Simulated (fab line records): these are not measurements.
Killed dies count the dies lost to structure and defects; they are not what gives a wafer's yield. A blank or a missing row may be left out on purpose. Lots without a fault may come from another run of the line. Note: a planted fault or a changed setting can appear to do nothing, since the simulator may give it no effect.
fab line records + flow n5-finfet
record
- lots=14
- wafers=41
- last-day=21
route steps=1938 shown DUMMY_REMOVAL@377 HKMG_FIN@388
lots untouched by any fault: they come from a run of this same line in which no faults occurred
start-h: the number of hours between the record's first day and the start of the first shown wafer of the lot + wait-h: time in hours since the lot's previous step + " same as the row above + L1.1+2: a single row standing in for several wafers + - value missing, or start not given + * or withheld: withheld + < > ~ a bound
route shown NAME@n: NAME is a module with steps in the file, n the number in the route of the first one + usual: mean and standard deviation over wafers with no fault + same: alike in all rows + chamber/n: place in a boat + sites: readings site by site + _std_site: standard deviation across them + _edge_site: outer sites' mean less inner sites' + radius-mm: for every site, how far away it sits from the centre of the wafer + mask NAME#n: copy n + behind: the last tool/chamber to shape the wafer + hold: the reason the lot was held/the length of the hold in hours/how it ended + device: which transistor (n, p or np) failed to switch + end of line: tests of these same wafers at the route's end + for a step that has no rows: nothing shown but its recipe + killed: dies lost to structure and defects at the first sort, not the wafer's yield + map: the dies of a wafer, with x for killed, . for not killed, _ for no die there
set.NAME: the run value of the setting; set.NAME@STEP: its run value at that earlier step + model.NAME: the simulator's own value behind a step, which no gauge read
steps of the route over a sample of lots; a table a step, a row a wafer
services: the hour from which a tool's chamber was out of use, counted from the record's first day as start-h (under 0 if before that day), plus the number of hours and why
## steps
# step N5_DUMMY_REMOVAL_HM_STRIP_01
# recipe
- chemistry=CH3F/O2
- material=SiNx
- target-depth-a=40
- stop-on=poly-Si
- time-s=6.8
- over-etch-frac=0.3
- ion-energy-ev=60
- power-w=410
- bias-w=29
- Ar_flow_sccm=150
- CH3F_flow_sccm=30
- O2_flow_sccm=20
# usual
- drypump-motor-current-A=5.6/0.44
- oes-product-au=0.62/0.047
- rf-vpp-V=127.5/1
- showerhead-plenum-p-Torr=2.01/0.08
- throttle-valve-pct=16.38/0.22
# same
- time-s=6.8
| lot.wafer | tool        | chamber | start-h | wait-h | drypump-motor-current-A | oes-product-au | rf-hours-counter-h | rf-vpp-V | showerhead-plenum-p-Torr | throttle-valve-pct |
|-----------|-------------|---------|---------|--------|-------------------------|----------------|--------------------|----------|--------------------------|--------------------|
| L459.2    | rie-diel-02 | 3       | 74.14   | 0.0    | 5.7                     | 0.70           | 51                 | 127.1    | 1.94                     | 16.40              |
| L459.4    | "           | 0       | "       | "      | 4.8                     | 0.57           | 206                | 126.0    | 1.89                     | 16.71              |
| L460.2    | rie-diel-06 | 0       | 81.23   | 0.0    | 5.8                     | 0.66           | 98                 | 126.6    | 2.01                     | 16.44              |
| L460.4    | "           | 1       | "       | "      | 5.5                     | 0.70           | 50                 | 128.6    | 2.10                     | 15.88              |
| L460.6    | "           | 3       | "       | "      | 6.0                     | 0.56           | -                  | 127.3    | 2.06                     | 16.67              |
| L461.2    | rie-diel-05 | 2       | 86.25   | 0.0    | 6.1                     | 0.65           | 100                | 127.8    | 2.12                     | 16.23              |
| L461.3    | "           | 3       | "       | "      | 5.8                     | 0.62           | 146                | 126.9    | 1.91                     | 16.19              |
| L461.5    | "           | 1       | "       | "      | 5.6                     | 0.61           | -                  | 128.3    | 2.08                     | 16.51              |
| L462.2    | rie-diel-06 | 1       | 95.10   | 0.0    | 5.6                     | 0.70           | 52                 | 128.3    | 2.10                     | 15.88              |
| L462.4    | "           | 3       | "       | "      | 6.1                     | 0.56           | 237                | 127.6    | 2.06                     | 16.68              |
| L462.5    | "           | 3       | "       | "      | 6.1                     | 0.56           | -                  | 128.4    | 2.06                     | 16.66              |
| L463.4    | rie-diel-05 | 3       | 101.89  | 0.0    | 5.8                     | 0.62           | 149                | 127.6    | 1.91                     | 16.20              |
| L463.5    | "           | 2       | "       | "      | 6.1                     | 0.64           | -                  | 129.2    | 2.12                     | 16.22              |
| L463.6    | "           | 1       | "       | "      | 5.6                     | 0.60           | -                  | 129.6    | 2.08                     | 16.51              |
| L464.2    | rie-diel-02 | 0       | 107.00  | 0.0    | 4.8                     | 0.58           | 213                | 126.5    | 1.89                     | 16.73              |
| L464.4    | "           | 1       | "       | "      | 6.4                     | 0.69           | 61                 | 127.9    | 2.11                     | 16.14              |
| L464.5    | "           | 0       | "       | "      | 4.8                     | 0.58           | -                  | 125.6    | 1.89                     | 16.72              |
| L470.2    | rie-diel-06 | 2       | 142.03  | 0.1    | 5.6                     | 0.60           | 200                | 126.6    | 2.00                     | 16.34              |
| L470.3    | "           | 0       | "       | "      | 5.8                     | 0.65           | 111                | 128.0    | 2.01                     | 16.49              |
| L470.4    | "           | 1       | "       | "      | 5.6                     | 0.69           | -                  | 126.9    | 2.09                     | 15.90              |
| L474.3    | rie-diel-05 | 0       | 166.97  | 0.0    | 5.0                     | 0.60           | 163                | 126.7    | 1.91                     | 16.43              |
| L474.4    | "           | 1       | "       | "      | 5.6                     | 0.60           | 192                | 127.8    | 2.08                     | 16.55              |
| L474.6    | "           | 1       | "       | "      | 5.6                     | 0.59           | -                  | 126.9    | 2.08                     | 16.54              |
| L475.3    | rie-diel-05 | 0       | 171.69  | 0.2    | 5.0                     | 0.60           | 165                | 126.9    | 1.91                     | 16.40              |
| L475.4    | "           | 1       | "       | "      | 5.5                     | 0.59           | 194                | 127.4    | 2.08                     | 16.53              |
| L475.5    | "           | 2       | "       | "      | 6.1                     | 0.64           | -                  | 127.9    | 2.11                     | 16.25              |
| L476.2    | rie-diel-06 | 0       | 179.00  | 0.2    | 5.8                     | 0.64           | 128                | 127.2    | 2.00                     | 16.51              |
| L476.3    | "           | 2       | "       | "      | 5.5                     | 0.59           | 217                | 128.0    | 1.99                     | 16.35              |
| L476.5    | "           | 0       | "       | "      | 5.8                     | 0.64           | -                  | 128.5    | 2.00                     | 16.50              |
| L477.2    | rie-diel-05 | 3       | 183.16  | 0.2    | 5.7                     | 0.60           | 169                | 127.7    | 1.91                     | 16.25              |
| L477.3    | "           | 0       | "       | "      | 5.0                     | 0.59           | 172                | 126.7    | 1.91                     | 16.42              |
| L477.6    | "           | 1       | "       | "      | 5.6                     | 0.59           | -                  | 126.8    | 2.07                     | 16.55              |
| L479.1    | rie-diel-02 | 0       | 198.15  | 0.0    | 4.8                     | 0.56           | 236                | 126.8    | 1.88                     | 16.78              |
| L479.2    | "           | 3       | "       | "      | 5.7                     | 0.67           | 79                 | 126.6    | 1.93                     | 16.47              |
| L479.6    | "           | 3       | "       | "      | 5.7                     | 0.68           | -                  | 126.8    | 1.93                     | 16.46              |
| L480.1    | rie-diel-06 | 1       | 201.60  | 0.1    | 5.5                     | 0.66           | 88                 | 129.0    | 2.08                     | 15.95              |
| L480.2    | "           | 3       | "       | "      | 6.1                     | 0.77           | 7                  | 126.7    | 2.05                     | 16.21              |
| L480.5    | "           | 0       | "       | "      | 5.8                     | 0.62           | -                  | 127.7    | 2.00                     | 16.53              |
| L481.4    | rie-diel-02 | 1       | 209.45  | 0.0    | 6.4                     | 0.68           | 85                 | 129.3    | 2.10                     | 16.18              |
| L481.5    | "           | 2       | "       | "      | 5.0                     | 0.58           | -                  | 128.1    | 2.05                     | 16.35              |
| L481.6    | "           | 1       | "       | "      | 6.4                     | 0.66           | -                  | 127.8    | 2.10                     | 16.18              |
# step N5_HKMG_FIN_ALD_74
# recipe
- material=La2O3
- target-thk-a=5
- temp-c=250
- ald-precursor-family=La-Cp
- ald-co-reactant=O3
- pulse-time-s=6
- co-reactant-pulse-time-s=1
- purge-time-s=3
- co-reactant-purge-time-s=3
# usual
- heater-power-w=342/39
- precursor-pulse-height-rel=1.000/0.019
| lot.wafer | tool      | chamber | start-h | wait-h | heater-power-w | precursor-pulse-height-rel |
|-----------|-----------|---------|---------|--------|----------------|----------------------------|
| L459.2    | ald-hk-01 | 2       | 75.27   | 0.2    | 327            | 1.008                      |
| L459.4    | "         | 0       | "       | "      | 371            | 0.983                      |
| L460.2    | ald-hk-02 | 1       | 82.18   | 0.2    | 386            | 0.992                      |
| L460.4    | "         | 3       | "       | "      | 291            | 1.021                      |
| L460.6    | "         | 0       | "       | "      | 299            | 1.013                      |
| L461.2    | ald-hk-03 | 2       | 87.27   | 0.2    | 323            | 0.999                      |
| L461.3    | "         | 3       | "       | "      | 317            | 1.028                      |
| L461.5    | "         | 3       | "       | "      | 314            | 1.011                      |
| L462.2    | ald-hk-01 | 0       | 96.06   | 0.2    | 378            | 1.012                      |
| L462.4    | "         | 3       | "       | "      | 337            | 1.005                      |
| L462.5    | "         | 1       | "       | "      | 357            | 0.982                      |
| L463.4    | ald-hk-02 | 1       | 102.84  | 0.1    | 373            | 0.981                      |
| L463.5    | "         | 3       | "       | "      | 306            | 0.996                      |
| L463.6    | "         | 2       | "       | "      | 291            | 0.971                      |
| L464.2    | ald-hk-03 | 2       | 107.96  | 0.2    | 327            | 1.030                      |
| L464.4    | "         | 0       | "       | "      | 419            | 1.001                      |
| L464.5    | "         | 0       | "       | "      | 423            | 1.025                      |
| L470.2    | ald-hk-03 | 0       | 143.00  | 0.2    | 430            | 1.001                      |
| L470.3    | "         | 3       | "       | "      | 312            | 1.020                      |
| L470.4    | "         | 1       | "       | "      | 364            | 1.011                      |
| L474.3    | ald-hk-01 | 2       | 167.94  | 0.1    | 329            | 1.000                      |
| L474.4    | "         | 0       | "       | "      | 371            | 0.992                      |
| L474.6    | "         | 3       | "       | "      | 346            | 1.010                      |
| L475.3    | ald-hk-02 | 2       | 172.67  | 0.1    | 283            | 0.988                      |
| L475.4    | "         | 0       | "       | "      | 292            | 0.978                      |
| L475.5    | "         | 2       | "       | "      | 290            | 1.000                      |
| L476.2    | ald-hk-03 | 0       | 180.06  | 0.2    | 424            | 0.992                      |
| L476.3    | "         | 1       | "       | "      | 372            | 1.004                      |
| L476.5    | "         | 3       | "       | "      | 314            | 0.951                      |
| L477.2    | ald-hk-03 | 3       | 184.11  | 0.2    | 313            | 1.019                      |
| L477.3    | "         | 0       | "       | "      | 425            | 0.994                      |
| L477.6    | "         | 1       | "       | "      | 356            | 1.017                      |
| L479.1    | ald-hk-01 | 0       | 199.11  | 0.2    | 382            | 0.992                      |
| L479.2    | "         | 3       | "       | "      | 333            | 1.008                      |
| L479.6    | "         | 2       | "       | "      | 322            | 0.995                      |
| L480.1    | ald-hk-01 | 1       | 202.73  | 0.2    | 367            | 1.009                      |
| L480.2    | "         | 0       | "       | "      | 374            | 0.983                      |
| L480.5    | "         | 3       | "       | "      | 335            | 1.014                      |
| L481.4    | ald-hk-02 | 3       | 210.41  | 0.1    | 293            | 1.027                      |
| L481.5    | "         | 1       | "       | "      | 382            | 0.988                      |
| L481.6    | "         | 2       | "       | "      | 285            | 1.023                      |
# step N5_HKMG_FIN_DEVELOP_11
# recipe
- develop-time-s=30
- developer=TMAH
- resist=CAR-ArF
- dev-temp-c=23
- rinse-liquid=diw
- dry=air-spin
# usual
- chill-plate-temp-C=22.99/0.1
- develop-time-s=30/0
| lot.wafer | tool           | chamber | start-h | wait-h | chill-plate-temp-C | develop-time-s |
|-----------|----------------|---------|---------|--------|--------------------|----------------|
| L459.2    | litho-track-02 | 0       | 79.04   | -      | 23.09              | 30             |
| L459.4    | "              | 0       | "       | "      | 22.96              | 30             |
| L460.2    | litho-track-01 | 0       | 86.10   | -      | 23.00              | 30             |
| L460.4    | "              | 0       | "       | "      | 22.96              | 30             |
| L460.6    | "              | 0       | "       | "      | 23.02              | 30             |
| L461.2    | litho-track-03 | 0       | 91.00   | -      | 22.98              | 30             |
| L461.3    | "              | 0       | "       | "      | 22.98              | 30             |
| L461.5    | "              | 0       | "       | "      | 22.89              | 30             |
| L462.2    | litho-track-01 | 0       | 99.91   | -      | 22.89              | 30             |
| L462.4    | "              | 0       | "       | "      | 22.94              | 30             |
| L462.5    | "              | 0       | "       | "      | 22.99              | 30             |
| L463.4    | litho-track-01 | 0       | 107.16  | -      | 23.15              | 30             |
| L463.5    | "              | 0       | "       | "      | 23.03              | 30             |
| L463.6    | "              | 0       | "       | "      | 23.00              | 30             |
| L464.2    | litho-track-02 | 0       | 111.92  | -      | 23.18              | 30             |
| L464.4    | "              | 0       | "       | "      | 23.13              | 30             |
| L464.5    | "              | 0       | "       | "      | 23.07              | 30             |
| L470.2    | litho-track-02 | 0       | 147.18  | -      | 22.87              | 30             |
| L470.3    | "              | 0       | "       | "      | 22.88              | 30             |
| L470.4    | "              | 0       | "       | "      | 23.07              | 30             |
| L474.3    | litho-track-02 | 0       | 171.68  | -      | 22.90              | 30             |
| L474.4    | "              | 0       | "       | "      | 23.04              | 30             |
| L474.6    | "              | 0       | "       | "      | 22.75              | 30             |
| L475.3    | litho-track-02 | -       | 176.61  | -      | -                  | -              |
| L475.4    | "              | -       | "       | "      | -                  | -              |
| L475.5    | "              | -       | "       | "      | -                  | -              |
| L476.2    | litho-track-02 | -       | 183.94  | -      | -                  | -              |
| L476.3    | "              | -       | "       | "      | -                  | -              |
| L476.5    | "              | -       | "       | "      | -                  | -              |
| L477.2    | litho-track-01 | 0       | 188.29  | -      | 23.05              | 30             |
| L477.3    | "              | 0       | "       | "      | 22.91              | 30             |
| L477.6    | "              | 0       | "       | "      | 22.79              | 30             |
| L479.1    | litho-track-03 | 0       | 202.99  | -      | 22.92              | 30             |
| L479.2    | "              | 0       | "       | "      | 23.00              | 30             |
| L479.6    | "              | 0       | "       | "      | 22.93              | 30             |
| L480.1    | litho-track-02 | 0       | 206.65  | -      | 22.90              | 30             |
| L480.2    | "              | 0       | "       | "      | 23.00              | 30             |
| L480.5    | "              | 0       | "       | "      | 23.10              | 30             |
| L481.4    | litho-track-02 | 0       | 214.15  | -      | 22.99              | 30             |
| L481.5    | "              | 0       | "       | "      | 22.99              | 30             |
| L481.6    | "              | 0       | "       | "      | 22.97              | 30             |
# step N5_HKMG_FIN_STRIP_19
# recipe
- chemistry=N2/H2
- power-w=2500
- temp-c=300
- h2-frac=0.65
- time-s=360
- pressure-mtorr=withheld
- n2-flow-sccm=1750
- h2-flow-sccm=3250
# usual
- drypump-motor-current-A=6.2/0.32
- heater-power-w=420/21
- n2-flow-sccm=1749/5.9
# same
- time-s=360
| lot.wafer | tool            | chamber | start-h | wait-h | drypump-motor-current-A | heater-power-w | n2-flow-sccm | rf-hours-counter-h |
|-----------|-----------------|---------|---------|--------|-------------------------|----------------|--------------|--------------------|
| L459.2    | plasma-asher-01 | 0       | 79.79   | 0.0    | 6.6                     | 431            | 1754         | 93                 |
| L459.4    | "               | 0       | "       | "      | 6.6                     | 422            | 1756         | -                  |
| L460.2    | plasma-asher-02 | 1       | 86.85   | 0.0    | 6.3                     | 411            | 1737         | 33                 |
| L460.4    | "               | 1       | "       | "      | 6.3                     | 415            | 1747         | -                  |
| L460.6    | "               | 0       | "       | "      | 5.9                     | 400            | 1745         | -                  |
| L461.2    | plasma-asher-01 | 0       | 91.94   | 0.0    | 6.6                     | 430            | 1740         | 95                 |
| L461.3    | "               | 1       | "       | "      | 5.7                     | 446            | 1741         | -                  |
| L461.5    | "               | 0       | "       | "      | 6.6                     | 429            | 1737         | -                  |
| L462.2    | plasma-asher-01 | 1       | 100.65  | 0.0    | 5.8                     | 454            | 1752         | 97                 |
| L462.4    | "               | 0       | "       | "      | 6.6                     | 422            | 1748         | -                  |
| L462.5    | "               | 1       | "       | "      | 5.8                     | 455            | 1745         | -                  |
| L463.4    | plasma-asher-02 | 0       | 108.02  | 0.1    | 5.9                     | 404            | 1753         | -                  |
| L463.5    | "               | 1       | "       | "      | 6.3                     | 401            | 1751         | -                  |
| L463.6    | "               | 0       | "       | "      | 5.9                     | 403            | 1746         | -                  |
| L464.2    | plasma-asher-01 | 0       | 112.66  | 0.0    | 6.6                     | 423            | 1745         | 99                 |
| L464.4    | "               | 1       | "       | "      | 5.8                     | 451            | 1738         | -                  |
| L464.5    | "               | 0       | "       | "      | 6.6                     | 423            | 1738         | -                  |
| L470.2    | plasma-asher-02 | 1       | 147.96  | 0.0    | 6.4                     | 420            | 1755         | 43                 |
| L470.3    | "               | 1       | "       | "      | 6.3                     | 420            | 1745         | -                  |
| L470.4    | "               | 0       | "       | "      | 5.9                     | 400            | 1747         | -                  |
| L474.3    | plasma-asher-02 | 0       | 172.98  | 0.1    | 5.9                     | 398            | 1751         | -                  |
| L474.4    | "               | 1       | "       | "      | 6.4                     | 401            | 1748         | -                  |
| L474.6    | "               | 0       | "       | "      | 5.9                     | 395            | 1748         | -                  |
| L475.3    | plasma-asher-02 | 1       | 177.47  | 0.1    | 6.3                     | 418            | 1756         | -                  |
| L475.4    | "               | 0       | "       | "      | 5.9                     | 399            | 1747         | -                  |
| L475.5    | "               | 0       | "       | "      | 5.9                     | 408            | 1760         | -                  |
| L476.2    | plasma-asher-02 | 1       | 184.68  | 0.0    | 6.3                     | 411            | 1738         | 51                 |
| L476.3    | "               | 1       | "       | "      | 6.4                     | 408            | 1746         | -                  |
| L476.5    | "               | 1       | "       | "      | 6.4                     | 409            | 1735         | -                  |
| L477.2    | plasma-asher-02 | 0       | 189.03  | 0.0    | 5.9                     | 403            | 1743         | 52                 |
| L477.3    | "               | 0       | "       | "      | 5.9                     | 410            | 1748         | -                  |
| L477.6    | "               | 1       | "       | "      | 6.4                     | 403            | 1745         | -                  |
| L479.1    | plasma-asher-02 | 0       | 203.76  | 0.0    | 5.9                     | 407            | 1747         | 57                 |
| L479.2    | "               | 1       | "       | "      | 6.3                     | 409            | 1750         | 57                 |
| L479.6    | "               | 0       | "       | "      | 5.9                     | 403            | 1743         | -                  |
| L480.1    | plasma-asher-02 | 0       | 207.39  | 0.0    | 5.9                     | 406            | 1749         | 59                 |
| L480.2    | "               | 1       | "       | "      | 6.4                     | 400            | 1739         | 59                 |
| L480.5    | "               | 1       | "       | "      | 6.3                     | 414            | 1749         | -                  |
| L481.4    | plasma-asher-02 | 1       | 215.08  | 0.1    | 6.3                     | 419            | 1756         | -                  |
| L481.5    | "               | 1       | "       | "      | 6.3                     | 410            | 1746         | -                  |
| L481.6    | "               | 0       | "       | "      | 5.9                     | 396            | 1746         | -                  |
## services
| tool            | chamber | start-h | hours | kind                          |
|-----------------|---------|---------|-------|-------------------------------|
| litho-track-02  | -       | 87.87   | -     | consumable-replace:filter     |
| rie-diel-05     | -       | 95.09   | 0.1   | repair                        |
| rie-diel-06     | 3       | 141.41  | 1.3   | repair                        |
| rie-diel-06     | 3       | 156.83  | 2.9   | repair                        |
| plasma-asher-02 | -       | 157.59  | 1.5   | repair                        |
| rie-diel-06     | 3       | 159.87  | -     | clean                         |
| rie-diel-06     | 3       | 159.87  | -     | consumable-replace:focus-ring |
| rie-diel-06     | 3       | 159.87  | 22.0  | scheduled-down                |
| rie-diel-06     | 3       | 159.87  | 22.0  | vent-cycle                    |
| rie-diel-02     | -       | 169.40  | 14.6  | pm                            |
| plasma-asher-02 | -       | 170.52  | 2.0   | repair                        |
| rie-diel-05     | 3       | 183.44  | 8.8   | repair                        |
| plasma-asher-01 | -       | 191.83  | 15.6  | pm                            |
| rie-diel-02     | -       | 192.18  | 1.3   | repair                        |
| rie-diel-02     | 2       | 210.62  | 5.7   | repair                        |
| rie-diel-06     | 0       | 211.17  | 17.1  | repair                        |
## key
first-sign
- step=N5_HKMG_FIN_DEVELOP_11
- reading=tool-record
- direction=missing
effect none on later readings
met-at N5_HKMG_FIN_DEVELOP_11
struck-lots L475,L476
later-rows-left-out L475.3,L475.4,L475.5,L476.2,L476.3,L476.5
sort-left-out L475.3,L475.4,L475.5,L476.2,L476.3,L476.5
not-acting-at N5_DUMMY_REMOVAL_HM_STRIP_01,N5_HKMG_FIN_ALD_74,N5_HKMG_FIN_STRIP_19
onset-between 171.68 176.61
fault
- kind=skipped-step-whole
- tool=litho-track-02
- chamber=-
- onset-h=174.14
- steps=N5_HKMG_FIN_DEVELOP_11
- scope=struck-lots-only
# sort-left-out: the simulated sort isn't trusted on such a fault, so these wafers' sort isn't shown, and their yield isn't known
# later-rows-left-out: the simulator's readings of these wafers behind a module that went badly wrong aren't trusted and aren't shown, but for the sort
